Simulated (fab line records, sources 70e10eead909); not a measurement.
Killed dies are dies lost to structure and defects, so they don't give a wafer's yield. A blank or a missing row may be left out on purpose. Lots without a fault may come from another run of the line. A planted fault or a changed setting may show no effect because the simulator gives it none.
Chamber matching | flow nand_harc | NHARC_A_CHANNEL_FILL_D1_ALD_02 on ald_hk-02: 4 sister chambers
The step deposits SiO2, target thk 6 nm, pulse time 10 s, ald cycles 60. 14 wafers are shown with their chamber, then 7 later ones without.

WAFERS WITH THEIR CHAMBER
wafer  | chamber | heater_power_w (W) | precursor_pulse_height_rel
L873.1 | 3       | 469                | 0.991
L873.2 | 2       | 524                | 0.978
L873.6 | 3       | 454                | 0.989
L876.2 | 3       | 456                | 1.019
L876.4 | 1       | 457                | 1.016
L876.5 | 1       | 440                | 0.982
L878.2 | 3       | 445                | 0.973
L878.4 | 2       | 528                | 1.053
L878.5 | 0       | 462                | 1.043
L880.1 | 3       | 459                | 1.010
L880.4 | 0       | 467                | 0.951
L880.5 | 3       | 452                | 1.012
L882.3 | 2       | 534                | 1.006
L882.4 | 0       | 466                | 0.991

SIGNATURES (means of the wafers above)
reading                    | chamber 0 | chamber 1 | chamber 2 | chamber 3 | scatter within a chamber
heater_power_w             | 465.00    | 448.50    | 528.67    | 455.83    | 7.27
precursor_pulse_height_rel | 0.99500   | 0.99900   | 1.01233   | 0.99900   | 0.0304
Rule: a wafer's distance from a chamber is the root of the sum, over the readings, of the square of ((its reading less the chamber's mean) divided by the reading's scatter). The wafer belongs to the nearest chamber; if the next one is less than 2 further off, it can't be placed. The scatter: the root of (the sum of the squares of (reading less its chamber's mean) over the shown wafers, divided by (wafers less chambers)).

WAFERS WITHOUT THEIR CHAMBER
wafer  | heater_power_w (W) | precursor_pulse_height_rel
L882.6 | 532                | 1.002
L894.1 | 451                | 0.995
L894.2 | 570                | 1.006
L894.6 | 443                | 1.018
L896.1 | 459                | 0.968
L896.3 | 570                | 0.982
L896.5 | 450                | 0.998

WHICH CHAMBER EACH WENT THROUGH
wafer  | from the rows above          | in truth
L882.6 | 2                            | 2
L894.1 | can't be placed: 1 or 3 or 0 | 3
L894.2 | 2                            | 2
L894.6 | can't be placed: 1 or 3      | 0
L896.1 | can't be placed: 3 or 0 or 1 | 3
L896.3 | 2                            | 2
L896.5 | can't be placed: 1 or 3 or 0 | 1
Placed correctly: 3 of 7. Can't be placed from these rows: 4 (the true chamber is among the candidates in 3). Placed wrongly: 0.
